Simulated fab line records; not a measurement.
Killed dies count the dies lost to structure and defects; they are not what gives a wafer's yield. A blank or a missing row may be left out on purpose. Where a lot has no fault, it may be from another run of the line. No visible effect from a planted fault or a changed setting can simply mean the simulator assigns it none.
Which tool was responsible? | flow nand harc | Sampling: 24 lots, 72 wafers, 5 of 1159 route steps

WHAT EACH GAUGE READ, for each wafer
NHARC_A_CONTACT_INSPECT_23.
lot  | measured     | on                | raw defect count
L074 | day 17 05:42 | defect inspect-01 | 627 665 605
L075 | day 17 11:54 | defect inspect-01 | 681 629 618
L077 | day 17 15:24 | defect inspect-01 | 400 497 372
L079 | day 17 16:17 | defect inspect-02 | 480 293 485
L076 | day 17 23:11 | defect inspect-02 | 581 343 496
L078 | day 17 23:20 | defect inspect-01 | 364 573 356
L081 | day 18 17:38 | defect inspect-02 | 501 388 384
L080 | day 18 23:02 | defect inspect-01 | 361 376 613
L083 | day 18 23:43 | defect inspect-01 | 486 467 347
L082 | day 19 15:15 | defect inspect-01 | 299 390 400
L084 | day 19 21:26 | defect inspect-02 | 1564 714 805
L086 | day 20 11:17 | defect inspect-01 | 401 369 346
L087 | day 20 13:24 | defect inspect-02 | 317 401 459
L085 | day 20 14:08 | defect inspect-02 | 333 354 328
L089 | day 20 18:34 | defect inspect-02 | 403 388 446
L088 | day 21 06:34 | defect inspect-02 | 334 312 468
L091 | day 21 16:56 | defect inspect-02 | 408 440 382
L090 | day 21 21:57 | defect inspect-01 | 482 633 786
L093 | day 21 22:09 | defect inspect-01 | 441 324 381
L094 | day 22 03:10 | defect inspect-01 | 373 276 296
L092 | day 22 12:59 | defect inspect-01 | 473 577 482
L096 | day 22 13:50 | defect inspect-01 | 611 708 409
L095 | day 22 17:10 | defect inspect-02 | 453 351 402
L097 | day 23 05:02 | defect inspect-02 | 695 797 866

NHARC_A_M0_INSPECT_11.
lot  | measured     | on                | raw defect count
L074 | day 17 11:28 | defect inspect-01 | 19 17 14
L075 | day 17 16:41 | defect inspect-02 | 41 38 39
L077 | day 17 23:25 | defect inspect-02 | 31 22 26
L079 | day 17 23:33 | defect inspect-01 | 13 21 14
L076 | day 18 03:47 | defect inspect-02 | 38 29 32
L078 | day 18 04:05 | defect inspect-02 | 32 36 31
L081 | day 18 22:19 | defect inspect-01 | 39 37 45
L080 | day 19 03:53 | defect inspect-01 | 20 26 23
L083 | day 19 08:15 | defect inspect-02 | 51 37 45
L082 | day 19 22:13 | defect inspect-01 | 28 28 28
L084 | day 20 02:07 | defect inspect-02 | 35 27 32
L086 | day 20 17:39 | defect inspect-02 | 34 37 40
L087 | day 20 18:07 | defect inspect-02 | 19 20 22
L085 | day 20 18:49 | defect inspect-01 | 45 52 46
L089 | day 21 08:01 | defect inspect-01 | 8 8 9
L088 | day 21 17:04 | defect inspect-02 | 25 24 23
L091 | day 22 03:41 | defect inspect-02 | 20 10 20
L090 | day 22 04:59 | defect inspect-02 | 47 50 63
L093 | day 22 05:08 | defect inspect-02 | 14 11 13
L094 | day 22 08:16 | defect inspect-02 | 48 33 37
L092 | day 22 17:31 | defect inspect-01 | 46 59 56
L096 | day 22 21:10 | defect inspect-01 | 12 21 15
L095 | day 22 22:22 | defect inspect-02 | 71 67 69
L097 | day 23 09:52 | defect inspect-02 | 26 20 21

NHARC_A_M1_OVL_MEAS_10: pitch 240 nm.
lot  | measured     | on         | overlay x nm (nm) | overlay y nm (nm)
L074 | day 17 16:05 | overlay-01 | 0.4 -0.2 0.4      | -0.5 -0.1 -0.2
L075 | day 17 21:07 | overlay-01 | -1.7 -1.1 -1.6    | 2.0 1.8 1.3
L077 | day 18 03:29 | overlay-02 | -1.9 -1.9 -2.0    | 0.9 0.1 1.4
L079 | day 18 03:49 | overlay-02 | 0.6 -0.1 0.2      | 2.4 2.1 1.8
L076 | day 18 08:43 | overlay-02 | 0.0 -0.5 0.1      | -0.3 -1.6 -0.8
L078 | day 18 08:29 | overlay-01 | -1.5 -1.5 -1.4    | 0.2 0.7 -0.3
L081 | day 19 02:21 | overlay-02 | -0.3 -0.1 0.0     | 1.2 0.3 0.2
L080 | day 19 08:25 | overlay-01 | -1.1 -0.5 -0.5    | 0.8 1.4 0.8
L083 | day 19 12:20 | overlay-02 | 1.0 0.6 0.6       | 0.5 1.2 0.3
L082 | day 20 02:23 | overlay-02 | 0.2 0.1 0.5       | 0.2 0.1 0.6
L084 | day 20 06:17 | overlay-02 | 0.2 -0.4 -0.7     | -0.6 -0.2 -1.0
L086 | day 20 21:40 | overlay-02 | 0.1 0.5 0.7       | 0.0 0.2 0.0
L087 | day 20 22:20 | overlay-02 | -0.5 -0.3 -1.1    | -0.3 -0.5 -0.8
L085 | day 20 22:54 | overlay-02 | 0.9 0.8 1.5       | 1.4 1.2 1.3
L089 | day 21 12:02 | overlay-02 | 0.2 0.8 0.0       | 0.7 -0.1 -0.2
L088 | day 21 21:16 | overlay-02 | -0.2 -0.5 -0.4    | 0.2 0.1 0.7
L091 | day 22 07:44 | overlay-02 | 1.4 1.5 1.3       | 1.0 0.7 0.0
L090 | day 22 08:58 | overlay-02 | 0.6 0.6 0.3       | -0.3 -0.3 -0.9
L093 | day 22 09:09 | overlay-02 | 0.7 1.0 0.6       | -0.2 -0.4 -0.9
L094 | day 22 12:09 | overlay-02 | 1.4 1.2 1.6       | -0.1 -0.7 0.1
L092 | day 22 21:43 | overlay-02 | -0.6 -1.2 -0.8    | -0.8 -1.4 -1.3
L096 | day 23 01:13 | overlay-02 | 1.3 1.1 1.4       | 0.0 0.4 0.1
L095 | day 23 02:20 | overlay-02 | 0.5 1.0 0.6       | 0.5 0.4 0.3
L097 | day 23 14:07 | overlay-02 | 0.3 0.7 0.2       | -1.9 -2.3 -2.0

WHAT TOOL EACH LOT RAN ON (gives the tool, then ch and the chambers of the sampled wafers, and finally the start)
lot  | NHARC_A_M0_PVD_20                       | NHARC_A_M0_ANNEAL_30
L074 | pvd sputter-01, day 17 13:46 or earlier | rtp anneal-01 ch 0, day 17 13:46
L075 | pvd sputter-01, day 17 18:45 or earlier | rtp anneal-01 ch 0, day 17 18:45
L077 | pvd sputter-03, day 18 01:13 or earlier | rtp anneal-02 ch 0, day 18 01:13
L079 | pvd sputter-03, day 18 01:27 or earlier | rtp anneal-01 ch 0, day 18 01:27
L076 | pvd sputter-01, day 18 05:29 or earlier | rtp anneal-01 ch 0, day 18 05:29
L078 | pvd sputter-03, day 18 05:58 or earlier | rtp anneal-02 ch 0, day 18 05:58
L081 | pvd sputter-02, day 19 00:05 or earlier | rtp anneal-02 ch 0, day 19 00:05
L080 | pvd sputter-02, day 19 05:50 or earlier | rtp anneal-02 ch 0, day 19 05:50
L083 | pvd sputter-01, day 19 10:02 or earlier | rtp anneal-02 ch 0, day 19 10:02
L082 | pvd sputter-01, day 19 23:56 or earlier | rtp anneal-01 ch 0, day 19 23:56
L084 | pvd sputter-02, day 20 03:55 or earlier | rtp anneal-01 ch 0, day 20 03:55
L086 | pvd sputter-02, day 20 19:28 or earlier | rtp anneal-01 ch 0, day 20 19:28
L087 | pvd sputter-01, day 20 20:01 or earlier | rtp anneal-01 ch 0, day 20 20:01
L085 | pvd sputter-03, day 20 20:36 or earlier | rtp anneal-02 ch 0, day 20 20:36
L089 | pvd sputter-03, day 21 09:50 or earlier | rtp anneal-01 ch 0, day 21 09:50
L088 | pvd sputter-01, day 21 18:55 or earlier | rtp anneal-01 ch 0, day 21 18:55
L091 | pvd sputter-01, day 22 05:28 or earlier | rtp anneal-02 ch 0, day 22 05:28
L090 | pvd sputter-02, day 22 06:44 or earlier | rtp anneal-02 ch 0, day 22 06:44
L093 | pvd sputter-03, day 22 07:02 or earlier | rtp anneal-02 ch 0, day 22 07:02
L094 | pvd sputter-02, day 22 10:02 or earlier | rtp anneal-02 ch 0, day 22 10:02
L092 | pvd sputter-03, day 22 19:34 or earlier | rtp anneal-02 ch 0, day 22 19:34
L096 | pvd sputter-01, day 22 23:04 or earlier | rtp anneal-01 ch 0, day 22 23:04
L095 | pvd sputter-03, day 23 00:08 or earlier | rtp anneal-01 ch 0, day 23 00:08
L097 | pvd sputter-02, day 23 11:42 or earlier | rtp anneal-01 ch 0, day 23 11:42
- NHARC_A_M0_PVD_20: deposits TaN, target thk 5 nm, time 8.06 s.
- NHARC_A_M0_ANNEAL_30: time 90 s.

WHAT THE TOOLS THEMSELVES READ (means of the sampled wafers that have a number; where no wafer has one, the mark that the record gives instead)
NHARC_A_M0_PVD_20.
lot  | tool           | throttle valve pct (%)
L074 | pvd sputter-01 | 30.7
L075 | pvd sputter-01 | 30.0
L077 | pvd sputter-03 | 30.5
L079 | pvd sputter-03 | 30.3
L076 | pvd sputter-01 | 30.4
L078 | pvd sputter-03 | 30.5
L081 | pvd sputter-02 | 29.8
L080 | pvd sputter-02 | 30.0
L083 | pvd sputter-01 | 30.7
L082 | pvd sputter-01 | 30.6
L084 | pvd sputter-02 | 30.0
L086 | pvd sputter-02 | 29.8
L087 | pvd sputter-01 | 31.7
L085 | pvd sputter-03 | 30.2
L089 | pvd sputter-03 | 30.1
L088 | pvd sputter-01 | 31.1
L091 | pvd sputter-01 | 30.5
L090 | pvd sputter-02 | 30.6
L093 | pvd sputter-03 | 30.3
L094 | pvd sputter-02 | 30.6
L092 | pvd sputter-03 | 30.1
L096 | pvd sputter-01 | 31.0
L095 | pvd sputter-03 | 30.2
L097 | pvd sputter-02 | 30.4

NHARC_A_M0_ANNEAL_30.
lot  | tool          | wafer_temp_C_max
L074 | rtp anneal-01 | 226.0
L075 | rtp anneal-01 | 225.6
L077 | rtp anneal-02 | 226.7
L079 | rtp anneal-01 | 226.2
L076 | rtp anneal-01 | 226.4
L078 | rtp anneal-02 | 226.5
L081 | rtp anneal-02 | 226.3
L080 | rtp anneal-02 | 226.7
L083 | rtp anneal-02 | 226.4
L082 | rtp anneal-01 | 226.6
L084 | rtp anneal-01 | 226.0
L086 | rtp anneal-01 | 226.3
L087 | rtp anneal-01 | 225.7
L085 | rtp anneal-02 | 226.3
L089 | rtp anneal-01 | 225.9
L088 | rtp anneal-01 | 226.1
L091 | rtp anneal-02 | 226.4
L090 | rtp anneal-02 | 226.5
L093 | rtp anneal-02 | 226.3
L094 | rtp anneal-02 | 226.5
L092 | rtp anneal-02 | 226.8
L096 | rtp anneal-01 | 226.1
L095 | rtp anneal-01 | 225.7
L097 | rtp anneal-01 | 226.3

THE ANSWER, worked out from the rows above alone
Rule: the usual values come from the lots themselves. The widest of any qualifying gaps counts: lots, ordered by their means at a reading, are off when they make up no more than a third of the lots, leave a main group of 4 or more, and stand apart from it by 3 or more times the standard deviation of that group's means. The tables above print the reading to a certain number of digits; a main group whose means all agree to those digits is not used. A lot without any number at a reading at which 4 lots or more have one is off too. Any other lot the step has rows for is counted as sound. After the gauges, taken in route order, come the tools' own readings; for these a lot's mean is taken, as printed above. At the first step where some lot is off, the reading lying furthest off is the one used; lots without a number count as furthest.
None of the lots is off at any reading shown; this tells nothing.

WHAT WAS PUT IN BY THE SIMULATOR
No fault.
